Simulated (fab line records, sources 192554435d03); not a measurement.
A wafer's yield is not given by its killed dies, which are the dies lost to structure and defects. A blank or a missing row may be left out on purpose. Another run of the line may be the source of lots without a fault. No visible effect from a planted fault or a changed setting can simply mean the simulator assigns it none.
fab line records	flow n5_finfet
[record] lots = 6	wafers = 18	last_day = 17
route steps=1938 shown BEOL_M4@1089 PASSIVATION@1936
lots that met no fault: from a run of the same line without faults
start_h: start of the lot's first displayed wafer, in hours after the record's first day	wait_h: time in hours since the lot's previous step	" the same as in the row above	L1.1+2: a single row standing in for several wafers	- either no value or no given start	* or withheld: withheld	< > ~ a bound
route shown NAME@n: a module of which the file shows steps, and the number in the route of the first	usual: mean/standard deviation taken from wafers without a fault	same: alike in all rows	chamber/n: place in a boat	sites: per-site readings	_std_site: the values' standard deviation	_edge_site: outer sites' mean less inner sites'	radius_mm: how far each site lies from the wafer's centre	mask NAME#n: copy n	behind: the tool/chamber that last shaped the wafer	hold: why the lot went on hold/how many hours it stayed there/how the hold came to an end	device: which transistor (n, p or np) failed to switch	end of line: at the end of the route, the tests of the same wafers	a step with no rows: only its recipe	killed: at the first sort, the dies lost to defects and structure; wafer yield is something else	map: dies across one wafer; x = killed, . = not, _ = none there
set.NAME: the run value of the setting; set.NAME@STEP: its run value at that earlier step	model.NAME: the simulator's own value behind a step, which no gauge read
lots at some steps of the route; a table a step, a row a wafer
services: a tool's chamber out of use, with start hour (start_h, from the record's first day; less than 0 if before it), hours out, and reason
[[steps]]
[step N5_BEOL_M4_ANNEAL_82]
[recipe] temp_c = 400	time_s = 240	ambient = vacuum
[usual] heater_power_w = 839/92
lot.wafer	tool	chamber	start_h	wait_h	heater_power_w
L494.1	pvd_sputter-01	-	167.20	0.0	714
L494.2	"	-	"	"	783
L494.4	"	-	"	"	697
L497.2	pvd_sputter-03	-	185.14	0.0	967
L497.4	"	-	"	"	953
L497.6	"	-	"	"	947
L506.1	pvd_sputter-03	-	253.84	0.0	970
L506.2	"	-	"	"	892
L506.4	"	-	"	"	696
L504.1	pvd_sputter-01	-	257.21	0.0	699
L504.2	"	-	"	"	960
L504.5	"	-	"	"	795
L512.2	pvd_sputter-03	-	287.16	0.0	893
L512.4	"	-	"	"	676
L512.5	"	-	"	"	976
L513.2	pvd_sputter-01	-	290.90	0.0	708
L513.5	"	-	"	"	786
L513.6	"	-	"	"	711
[step N5_BEOL_M4_SPUTTER_86]
[recipe] material = Cu	target_thk_a = 45	temp_c = -20	chamber_pressure_pa = 0.07	power_w = withheld	time_s = 8.29
[step N5_BEOL_M4_ANNEAL_87]
[recipe] temp_c = 400	time_s = 240	ambient = vacuum
[step N5_BEOL_M4_SPUTTER_88]
[recipe] material = Cu	target_thk_a = 45	temp_c = -20	chamber_pressure_pa = 0.07	power_w = withheld	time_s = 8.29
[step N5_BEOL_M4_ANNEAL_89]
[recipe] temp_c = 400	time_s = 240	ambient = vacuum
[usual] heater_power_w = 838/93
lot.wafer	tool	chamber	start_h	wait_h	heater_power_w
L494.1	pvd_sputter-01	-	167.64	0.0	705
L494.2	"	-	"	"	778
L494.4	"	-	"	"	708
L497.2	pvd_sputter-03	-	185.58	0.0	941
L497.4	"	-	"	"	977
L497.6	"	-	"	"	964
L506.1	pvd_sputter-03	-	254.28	0.0	953
L506.2	"	-	"	"	863
L506.4	"	-	"	"	687
L504.1	pvd_sputter-01	-	257.65	0.0	712
L504.2	"	-	"	"	954
L504.5	"	-	"	"	780
L512.2	pvd_sputter-03	-	287.60	0.0	903
L512.4	"	-	"	"	676
L512.5	"	-	"	"	964
L513.2	pvd_sputter-01	-	291.34	0.0	706
L513.5	"	-	"	"	756
L513.6	"	-	"	"	707
[step N5_BEOL_M4_SPUTTER_90]
[recipe] material = Cu	target_thk_a = 45	temp_c = -20	chamber_pressure_pa = 0.07	power_w = withheld	time_s = 8.29
[step N5_BEOL_M4_ANNEAL_91]
[recipe] temp_c = 400	time_s = 240	ambient = vacuum
[usual] heater_power_w = 841/94
lot.wafer	tool	chamber	start_h	wait_h	heater_power_w
L494.1	pvd_sputter-01	-	167.86	0.0	712
L494.2	"	-	"	"	787
L494.4	"	-	"	"	702
L497.2	pvd_sputter-03	-	185.80	0.0	954
L497.4	"	-	"	"	993
L497.6	"	-	"	"	977
L506.1	pvd_sputter-03	-	254.50	0.0	1002
L506.2	"	-	"	"	895
L506.4	"	-	"	"	687
L504.1	pvd_sputter-01	-	257.87	0.0	712
L504.2	"	-	"	"	931
L504.5	"	-	"	"	768
L512.2	pvd_sputter-03	-	287.82	0.0	890
L512.4	"	-	"	"	712
L512.5	"	-	"	"	970
L513.2	pvd_sputter-01	-	291.56	0.0	736
L513.5	"	-	"	"	739
L513.6	"	-	"	"	689
[step N5_BEOL_M4_SPUTTER_92]
[recipe] material = Cu	target_thk_a = 45	temp_c = -20	chamber_pressure_pa = 0.07	power_w = withheld	time_s = 8.29
[step N5_BEOL_M4_ANNEAL_93]
[recipe] temp_c = 400	time_s = 240	ambient = vacuum
[step N5_BEOL_M4_SPUTTER_94]
[recipe] material = Cu	target_thk_a = 45	temp_c = -20	chamber_pressure_pa = 0.07	power_w = withheld	time_s = 8.29
[step N5_BEOL_M4_ANNEAL_95]
[recipe] temp_c = 400	time_s = 240	ambient = vacuum
[usual] heater_power_w = 839/93
lot.wafer	tool	chamber	start_h	wait_h	heater_power_w
L494.1	pvd_sputter-01	-	168.30	0.0	717
L494.2	"	-	"	"	792
L494.4	"	-	"	"	698
L497.2	pvd_sputter-03	-	186.24	0.0	945
L497.4	"	-	"	"	961
L497.6	"	-	"	"	972
L506.1	pvd_sputter-03	-	254.94	0.0	980
L506.2	"	-	"	"	905
L506.4	"	-	"	"	688
L504.1	pvd_sputter-01	-	258.31	0.0	713
L504.2	"	-	"	"	922
L504.5	"	-	"	"	786
L512.2	pvd_sputter-03	-	288.26	0.0	915
L512.4	"	-	"	"	691
L512.5	"	-	"	"	976
L513.2	pvd_sputter-01	-	292.00	0.0	702
L513.5	"	-	"	"	773
L513.6	"	-	"	"	724
[step N5_BEOL_M4_SPUTTER_96]
[recipe] material = Cu	target_thk_a = 45	temp_c = -20	chamber_pressure_pa = 0.07	power_w = withheld	time_s = 8.29
[step N5_BEOL_M4_ECD_50]
[recipe] material = Cu	target_thk_a = 3000
lot.wafer	tool	chamber	start_h	wait_h
L494.1+2+4	ecd_cu-02	1,0,0	168.55	0.1
L497.2+4+6	ecd_cu-01	0,1,1	186.50	0.1
L506.1+2+4	ecd_cu-01	0,1,0	255.19	0.1
L504.1+2+5	ecd_cu-02	0,1,0	258.57	0.1
L512.2+4+5	ecd_cu-01	0	288.51	0.1
L513.2+5+6	ecd_cu-01	0,0,1	292.25	0.1
[step N5_BEOL_M4_ANNEAL_51]
[recipe] temp_c = 225	time_s = 90	ambient = N2
[usual] anneal_temp_c = 224.99/0.17	wafer_temp_C_max = 226.16/0.27
lot.wafer	tool	chamber	start_h	wait_h	anneal_temp_c	wafer_temp_C_max
L494.1	rtp_anneal-02	0	168.63	0.1	225.21	225.64
L494.2	"	0	"	"	224.97	225.62
L494.4	"	0	"	"	225.21	226.06
L497.2	rtp_anneal-02	0	186.63	0.1	225.27	225.82
L497.4	"	0	"	"	225.03	225.97
L497.6	"	0	"	"	225.29	226.50
L506.1	rtp_anneal-01	0	255.38	0.2	224.85	225.92
L506.2	"	0	"	"	224.94	225.90
L506.4	"	0	"	"	225.00	226.37
L504.1	rtp_anneal-01	0	258.65	0.1	225.35	226.18
L504.2	"	0	"	"	225.09	226.01
L504.5	"	0	"	"	225.04	226.40
L512.2	rtp_anneal-01	0	288.64	0.1	224.92	226.33
L512.4	"	0	"	"	224.79	226.33
L512.5	"	0	"	"	224.96	226.45
L513.2	rtp_anneal-01	0	292.38	0.1	225.52	226.01
L513.5	"	0	"	"	225.06	225.74
L513.6	"	0	"	"	224.92	225.90
[step N5_BEOL_M4_CMP_52]
[recipe] stop_on = SiOC	t_overpolish_s = 6.8	down_force_psi = 1	platen_rpm = 50	clearing_platen_down_force_psi = 1.5	clearing_platen_rpm = 50	post_cmp_clean = cu_alkaline	target_thk_nm = 40	clearing_platen_pad_velocity_m_s = 0.99484	pad_velocity_m_s = 0.99484
[usual] motor_current_A = 6.0/0.59	time_to_endpoint_s = 62.2/2.6
lot.wafer	tool	chamber	start_h	wait_h	motor_current_A	time_to_endpoint_s
L494.1	cmp-02	3	168.93	0.3	6.8	62.6
L494.2	"	0	"	"	6.3	60.5
L494.4	"	1	"	"	6.0	62.4
L497.2	cmp-02	0	186.89	0.2	6.1	62.1
L497.4	"	1	"	"	5.9	60.5
L497.6	"	0	"	"	6.2	60.8
L506.2	cmp-01	3	255.68	0.2	6.0	0.0
L506.1	"	0	"	"	6.6	2.1
L506.4	"	1	"	"	6.1	0.0
L504.2	cmp-01	3	258.95	0.2	6.0	0.0
L504.1	"	0	"	"	6.4	1.5
L504.5	"	3	"	"	6.2	0.8
L512.2	cmp-01	0	288.98	0.3	6.5	68.0
L512.4	"	1	"	"	6.1	63.3
L512.5	"	2	"	"	6.4	68.4
L513.2	cmp-01	2	292.71	0.3	6.4	61.4
L513.6	"	0	"	"	6.5	62.2
L513.5	"	1	"	"	6.0	63.6
[step N5_BEOL_M4_RC_MEAS_101]
[usual] DIBL_N = 36.1/1.3	DIBL_P = 36.1/1.7	IOFF_N = 0.154/0.022	IOFF_P = 0.201/0.024	ION_N = 675/8.9	ION_P = 462/5.9	SS_N = 71.5/0.49	SS_P = 73.3/0.58	VT_N = 250.0/2.7	VT_P = -251.3/2.7
lot.wafer	tool	chamber	start_h	wait_h	DIBL_N[mV/V]	DIBL_P[mV/V]	IOFF_N[nA/um]	IOFF_P[nA/um]	ION_N[uA/um]	ION_P[uA/um]	SS_N[mV/dec]	SS_P[mV/dec]	VT_N[mV]	VT_P[mV]
L494.1	prober-02	0	169.76	0.0	35.1	35.5	0.153	0.191	684	458	72.4	73.8	250.7	-254.4
L494.2	"	0	"	"	35.4	35.5	0.154	0.198	680	464	71.7	72.9	249.4	-253.2
L494.4	"	0	"	"	34.4	34.2	0.135	0.179	664	452	71.8	73.6	252.4	-255.0
L497.2	prober-01	0	187.70	0.2	37.1	38.5	0.202	0.253	691	470	71.3	73.7	244.6	-247.1
L497.4	"	0	"	"	34.2	35.0	0.140	0.193	679	466	71.2	73.2	252.5	-251.1
L497.6	"	0	"	"	34.3	35.0	0.144	0.188	676	458	70.8	72.9	249.4	-250.9
L512.2	prober-01	0	289.66	0.2	35.2	35.1	0.146	0.190	680	466	71.9	72.8	250.5	-249.6
L512.4	"	0	"	"	36.0	36.3	0.148	0.196	670	463	72.3	72.7	251.4	-250.8
L512.5	"	0	"	"	33.6	32.6	0.116	0.158	660	457	71.6	71.7	255.8	-252.9
L513.2	prober-02	0	293.39	0.2	37.9	37.6	0.178	0.213	681	469	72.2	75.4	248.2	-253.5
L513.5	"	0	"	"	38.3	37.9	0.198	0.227	680	464	71.4	74.3	246.3	-250.5
L513.6	"	0	"	"	37.7	37.8	0.175	0.215	687	464	71.9	74.3	247.6	-253.0
[step N5_PASSIVATION_PROBE_49]
[usual] defect_limited_yield = 90.9/1.3	killed_at_M0_to_M3 = 35/10	killed_at_M4_up = 15/5.7	killed_at_contacts = 14/6.4	killed_at_front_end = 40/11	killed_at_other = 4/3.1	killed_dies = 108/16	killed_on_rim = 14/3.6	killed_open = 71/11	killed_short = 34/7.7	sort_bin_5_function = 5.4/0.9	sort_bin_6_memory = 3.4/0.61	sort_n_pass = 1072/16	sort_yield_pct = 90.9/1.3
[same] gross_dies = 1180	killed_at_back_side = 0	sort_bin_4_leakage[%] = 0	sort_bin_8_speed[%] = 0
lot.wafer	tool	chamber	start_h	wait_h	defect_limited_yield[%]	killed_at_M0_to_M3	killed_at_M4_up	killed_at_contacts	killed_at_front_end	killed_at_other	killed_dies	killed_on_rim	killed_open	killed_short	sort_bin_5_function[%]	sort_bin_6_memory[%]	sort_n_pass	sort_yield_pct[%]
L494.1	prober-01	-	285.49	0.0	91.5	23	27	20	27	3	100	9	62	37	4.7	3.6	1080	91.5
L494.2	prober-01	-	285.54	0.1	90.9	42	18	4	38	5	107	13	63	44	5.0	3.6	1073	90.9
L494.4	prober-01	-	285.64	0.2	91.0	33	12	17	43	1	106	13	68	38	5.5	3.1	1074	91.0
L497.2	prober-02	-	315.99	0.1	88.6	28	15	10	74	7	134	16	90	42	7.4	3.6	1046	88.6
L497.4	prober-02	-	316.09	0.2	90.1	22	28	13	52	2	117	13	74	39	5.5	3.7	1063	90.1
L497.6	prober-02	-	316.19	0.3	89.3	30	16	10	68	2	126	14	87	34	6.2	3.8	1054	89.3
L506.1	prober-01	-	364.16	0.0	0	48	1083	10	39	0	1180	152	75	36	96.5	3.1	0	0
L506.2	prober-01	-	364.21	0.1	0	26	1095	5	46	8	1180	152	64	36	96.9	2.8	0	0
L506.4	prober-01	-	364.31	0.2	0	36	1089	8	42	5	1180	152	72	29	96.8	2.7	0	0
L504.1	prober-02	-	370.53	0.0	0	26	1062	19	66	7	1180	152	92	41	95.2	4.5	0	0
L504.2	prober-02	-	370.58	0.1	0	37	1083	14	42	4	1180	152	78	33	96.3	3.6	0	0
L504.5	prober-02	-	370.73	0.2	0	30	1100	7	38	5	1180	152	61	24	95.8	3.9	0	0
L513.2	prober-02	-	394.28	0.1	89.0	30	13	13	63	11	130	15	77	53	6.6	4.0	1050	89.0
L513.5	prober-02	-	394.43	0.2	89.5	36	11	17	55	5	124	16	72	51	6.5	3.7	1056	89.5
L513.6	prober-02	-	394.48	0.3	90.8	27	12	19	44	7	109	10	69	38	5.5	3.2	1071	90.8
// killed by level:class
L494.1 MOL_CONTACT_COAG:geometric_particle:open=12 GATE_CUT:geometric_particle:short=8 MOL_CONTACT_COAG:geometric_particle:short=8 FIN_SAQP:geometric_particle:short=7 BEOL_M4:geometric_particle:open=7 BEOL_M5:geometric_particle:open=5 BEOL_M0_SAQP:geometric_particle:short=4 BEOL_M0_SAQP:geometric_particle:open=4
L494.2 BEOL_M0_SAQP:geometric_particle:short=14 STI_FIN_REVEAL:geometric_particle:open=10 BEOL_M0_SAQP:geometric_particle:open=9 BEOL_M4:geometric_particle:open=8 BEOL_M1:geometric_particle:open=7 FIN_SAQP:geometric_particle:short=6 FIN_SAQP:geometric_particle:open=6 STARTING-WAFER:geometric_particle:short=6
L494.4 MOL_CONTACT_COAG:geometric_particle:open=15 FIN_SAQP:geometric_particle:open=9 STI_FIN_REVEAL:geometric_particle:open=7 BEOL_M0_SAQP:geometric_particle:short=7 BEOL_M4:geometric_particle:open=7 FIN_SAQP:geometric_particle:short=6 GATE_CUT:geometric_particle:short=6 BEOL_M0_SAQP:geometric_particle:open=6
L497.2 STI_FIN_REVEAL:geometric_particle:open=20 FIN_SAQP:geometric_particle:open=18 FIN_SAQP:geometric_particle:short=12 BEOL_M0_SAQP:geometric_particle:short=12 MOL_CONTACT_COAG:geometric_particle:open=10 BEOL_M0_SAQP:geometric_particle:open=10 STARTING-WAFER:geometric_particle:open=8 BEOL_M4:geometric_particle:open=6
L497.4 FIN_SAQP:geometric_particle:open=16 MOL_CONTACT_COAG:geometric_particle:open=11 BEOL_M0_SAQP:geometric_particle:short=7 BEOL_M4:geometric_particle:open=7 FIN_SAQP:geometric_particle:short=5 STI_FIN_REVEAL:geometric_particle:open=5 DUMMY_GATE:geometric_particle:open=5 ILD0:geometric_particle:short=5
L497.6 FIN_SAQP:geometric_particle:open=17 STI_FIN_REVEAL:geometric_particle:open=14 MOL_CONTACT_COAG:geometric_particle:open=9 DUMMY_GATE:geometric_particle:open=6 GATE_CUT:geometric_particle:short=6 BEOL_M0_SAQP:geometric_particle:open=6 BEOL_M1:geometric_particle:open=6 FIN_SAQP:geometric_particle:short=5
L506.1 BEOL_M4:area_ecd=1067 BEOL_M0_SAQP:geometric_particle:open=22 FIN_SAQP:geometric_particle:open=13 BEOL_M0_SAQP:geometric_particle:short=13 MOL_CONTACT_COAG:geometric_particle:open=7 STI_FIN_REVEAL:geometric_particle:open=6 BEOL_M4:geometric_particle:open=6 BEOL_M2:geometric_particle:short=5
L506.2 BEOL_M4:area_ecd=1080 FIN_SAQP:geometric_particle:open=13 FIN_SAQP:geometric_particle:short=10 BEOL_M0_SAQP:geometric_particle:open=7 BEOL_M3:geometric_particle:open=6 MOL_CONTACT_COAG:geometric_particle:open=5 BEOL_M4:geometric_particle:open=5 SPACER0:geometric_particle:short=4
L506.4 BEOL_M4:area_ecd=1079 STI_FIN_REVEAL:geometric_particle:open=10 BEOL_M3:geometric_particle:open=10 BEOL_M2:geometric_particle:open=8 FIN_SAQP:geometric_particle:open=7 BEOL_M0_SAQP:geometric_particle:open=7 FIN_SAQP:geometric_particle:short=6 MOL_CONTACT_COAG:geometric_particle:open=5
L504.1 BEOL_M4:area_ecd=1046 FIN_SAQP:geometric_particle:open=21 MOL_CONTACT_COAG:geometric_particle:open=14 STI_FIN_REVEAL:geometric_particle:open=13 FIN_SAQP:geometric_particle:short=9 BEOL_M4:geometric_particle:open=8 BEOL_M3:geometric_particle:short=7 MOL_CONTACT_COAG:geometric_particle:short=5
L504.2 BEOL_M4:area_ecd=1069 MOL_CONTACT_COAG:geometric_particle:open=12 FIN_SAQP:geometric_particle:open=10 STI_FIN_REVEAL:geometric_particle:open=10 BEOL_M0_SAQP:geometric_particle:open=9 BEOL_M0_SAQP:geometric_particle:short=8 FIN_SAQP:geometric_particle:short=7 BEOL_M4:geometric_particle:open=7
L504.5 BEOL_M4:area_ecd=1092 STI_FIN_REVEAL:geometric_particle:open=14 BEOL_M3:geometric_particle:open=10 FIN_SAQP:geometric_particle:short=7 MOL_CONTACT_COAG:geometric_particle:open=7 BEOL_M2:geometric_particle:open=4 STARTING-WAFER:geometric_particle:open=4 FIN_SAQP:geometric_particle:open=3
L513.2 STI_FIN_REVEAL:geometric_particle:open=14 MOL_CONTACT_COAG:geometric_particle:open=10 FIN_SAQP:geometric_particle:open=9 DUMMY_GATE:geometric_particle:open=8 FIN_SAQP:geometric_particle:short=7 STI_FIN_REVEAL:geometric_particle:short=6 BEOL_M0_SAQP:geometric_particle:short=6 GATE_CUT:geometric_particle:short=5
L513.5 MOL_CONTACT_COAG:geometric_particle:open=15 FIN_SAQP:geometric_particle:short=14 STI_FIN_REVEAL:geometric_particle:open=11 BEOL_M0_SAQP:geometric_particle:short=8 BEOL_M0_SAQP:geometric_particle:open=8 FIN_SAQP:geometric_particle:open=6 BEOL_M2:geometric_particle:open=5 DUMMY_GATE:geometric_particle:short=4
L513.6 FIN_SAQP:geometric_particle:open=12 MOL_CONTACT_COAG:geometric_particle:open=12 STI_FIN_REVEAL:geometric_particle:open=9 FIN_SAQP:geometric_particle:short=6 MOL_CONTACT_COAG:geometric_particle:short=6 BEOL_M0_SAQP:geometric_particle:open=6 BEOL_M2:geometric_particle:open=6 DUMMY_GATE:geometric_particle:open=4
// map L504.1 (x killed, . not)
_________________xxxxxxxxxxxx________________
______________xxxxxxxxxxxxxxxxxx_____________
___________xxxxxxxxxxxxxxxxxxxxxxxx__________
__________xxxxxxxxxxxxxxxxxxxxxxxxxx_________
________xxxxxxxxxxxxxxxxxxxxxxxxxxxxxx_______
_______xxxxxxxxxxxxxxxxxxxxxxxxxxxxxxxx______
______xxxxxxxxxxxxxxxxxxxxxxxxxxxxxxxxxx_____
_____xxxxxxxxxxxxxxxxxxxxxxxxxxxxxxxxxxxx____
____xxxxxxxxxxxxxxxxxxxxxxxxxxxxxxxxxxxxxx___
___xxxxxxxxxxxxxxxxxxxxxxxxxxxxxxxxxxxxxxxx__
___xxxxxxxxxxxxxxxxxxxxxxxxxxxxxxxxxxxxxxxx__
__xxxxxxxxxxxxxxxxxxxxxxxxxxxxxxxxxxxxxxxxxx_
__xxxxxxxxxxxxxxxxxxxxxxxxxxxxxxxxxxxxxxxxxx_
_xxxxxxxxxxxxxxxxxxxxxxxxxxxxxxxxxxxxxxxxxxxx
_xxxxxxxxxxxxxxxxxxxxxxxxxxxxxxxxxxxxxxxxxxxx
_xxxxxxxxxxxxxxxxxxxxxxxxxxxxxxxxxxxxxxxxxxxx
_xxxxxxxxxxxxxxxxxxxxxxxxxxxxxxxxxxxxxxxxxxxx
_xxxxxxxxxxxxxxxxxxxxxxxxxxxxxxxxxxxxxxxxxxxx
_xxxxxxxxxxxxxxxxxxxxxxxxxxxxxxxxxxxxxxxxxxxx
_xxxxxxxxxxxxxxxxxxxxxxxxxxxxxxxxxxxxxxxxxxxx
_xxxxxxxxxxxxxxxxxxxxxxxxxxxxxxxxxxxxxxxxxxxx
__xxxxxxxxxxxxxxxxxxxxxxxxxxxxxxxxxxxxxxxxxx_
__xxxxxxxxxxxxxxxxxxxxxxxxxxxxxxxxxxxxxxxxxx_
___xxxxxxxxxxxxxxxxxxxxxxxxxxxxxxxxxxxxxxxx__
___xxxxxxxxxxxxxxxxxxxxxxxxxxxxxxxxxxxxxxxx__
____xxxxxxxxxxxxxxxxxxxxxxxxxxxxxxxxxxxxxx___
_____xxxxxxxxxxxxxxxxxxxxxxxxxxxxxxxxxxxx____
______xxxxxxxxxxxxxxxxxxxxxxxxxxxxxxxxxx_____
_______xxxxxxxxxxxxxxxxxxxxxxxxxxxxxxxx______
________xxxxxxxxxxxxxxxxxxxxxxxxxxxxxx_______
__________xxxxxxxxxxxxxxxxxxxxxxxxxx_________
___________xxxxxxxxxxxxxxxxxxxxxxxx__________
______________xxxxxxxxxxxxxxxxxx_____________
_________________xxxxxxxxxxxx________________
// map L506.1 (x killed, . not)
_________________xxxxxxxxxxxx________________
______________xxxxxxxxxxxxxxxxxx_____________
___________xxxxxxxxxxxxxxxxxxxxxxxx__________
__________xxxxxxxxxxxxxxxxxxxxxxxxxx_________
________xxxxxxxxxxxxxxxxxxxxxxxxxxxxxx_______
_______xxxxxxxxxxxxxxxxxxxxxxxxxxxxxxxx______
______xxxxxxxxxxxxxxxxxxxxxxxxxxxxxxxxxx_____
_____xxxxxxxxxxxxxxxxxxxxxxxxxxxxxxxxxxxx____
____xxxxxxxxxxxxxxxxxxxxxxxxxxxxxxxxxxxxxx___
___xxxxxxxxxxxxxxxxxxxxxxxxxxxxxxxxxxxxxxxx__
___xxxxxxxxxxxxxxxxxxxxxxxxxxxxxxxxxxxxxxxx__
__xxxxxxxxxxxxxxxxxxxxxxxxxxxxxxxxxxxxxxxxxx_
__xxxxxxxxxxxxxxxxxxxxxxxxxxxxxxxxxxxxxxxxxx_
_xxxxxxxxxxxxxxxxxxxxxxxxxxxxxxxxxxxxxxxxxxxx
_xxxxxxxxxxxxxxxxxxxxxxxxxxxxxxxxxxxxxxxxxxxx
_xxxxxxxxxxxxxxxxxxxxxxxxxxxxxxxxxxxxxxxxxxxx
_xxxxxxxxxxxxxxxxxxxxxxxxxxxxxxxxxxxxxxxxxxxx
_xxxxxxxxxxxxxxxxxxxxxxxxxxxxxxxxxxxxxxxxxxxx
_xxxxxxxxxxxxxxxxxxxxxxxxxxxxxxxxxxxxxxxxxxxx
_xxxxxxxxxxxxxxxxxxxxxxxxxxxxxxxxxxxxxxxxxxxx
_xxxxxxxxxxxxxxxxxxxxxxxxxxxxxxxxxxxxxxxxxxxx
__xxxxxxxxxxxxxxxxxxxxxxxxxxxxxxxxxxxxxxxxxx_
__xxxxxxxxxxxxxxxxxxxxxxxxxxxxxxxxxxxxxxxxxx_
___xxxxxxxxxxxxxxxxxxxxxxxxxxxxxxxxxxxxxxxx__
___xxxxxxxxxxxxxxxxxxxxxxxxxxxxxxxxxxxxxxxx__
____xxxxxxxxxxxxxxxxxxxxxxxxxxxxxxxxxxxxxx___
_____xxxxxxxxxxxxxxxxxxxxxxxxxxxxxxxxxxxx____
______xxxxxxxxxxxxxxxxxxxxxxxxxxxxxxxxxx_____
_______xxxxxxxxxxxxxxxxxxxxxxxxxxxxxxxx______
________xxxxxxxxxxxxxxxxxxxxxxxxxxxxxx_______
__________xxxxxxxxxxxxxxxxxxxxxxxxxx_________
___________xxxxxxxxxxxxxxxxxxxxxxxx__________
______________xxxxxxxxxxxxxxxxxx_____________
_________________xxxxxxxxxxxx________________
[[services]]
tool	chamber	start_h	hours	kind
cmp-01	-	144.48	7.2	repair
cmp-02	-	152.35	3.2	pm
cmp-02	-	170.30	4.3	repair
cmp-01	-	181.22	2.8	repair
cmp-02	-	190.68	1.4	repair
cmp-02	-	209.16	2.0	repair
cmp-01	-	215.29	4.0	pm
ecd_cu-02	-	216.81	1.1	repair
cmp-01	-	219.29	-	consumable_replace:conditioner
cmp-01	-	219.29	-	consumable_replace:pad
cmp-01	-	221.98	3.3	repair
cmp-01	-	241.36	0.4	repair
cmp-02	-	241.38	6.9	pm
cmp-01	-	248.38	7.0	repair
cmp-02	-	256.49	35.2	repair
[[key]]
[first_sign] step = N5_BEOL_M4_CMP_52	reading = time_to_endpoint_s	direction = down	sigmas = 24	usual = *	struck = *
[effect] step = N5_PASSIVATION_PROBE_49	reading = killed_at_M4_up	direction = up	sigmas = 99+	usual = 15	struck = 1085
[more_kills_born_at] N5_BEOL_M4_ECD_50@ecd_cu-01 = 3226	N5_BEOL_M4_ECD_50@ecd_cu-02 = 3206
met_at N5_BEOL_M4_ECD_50
struck_wafers L504.1,L504.2,L504.5,L506.1,L506.2,L506.4
later_rows_left_out L504.1,L504.2,L504.5,L506.1,L506.2,L506.4
onset_between 186.50 255.19
[fault] kind = skipped_step_whole	tool = ecd_cu-01,ecd_cu-02	chamber = -	onset_h = 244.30	steps = N5_BEOL_M4_ECD_50	scope = struck_lots_only
// later_rows_left_out: the simulator's readings of these wafers behind a module that went badly wrong aren't trusted and aren't shown, but for the sort
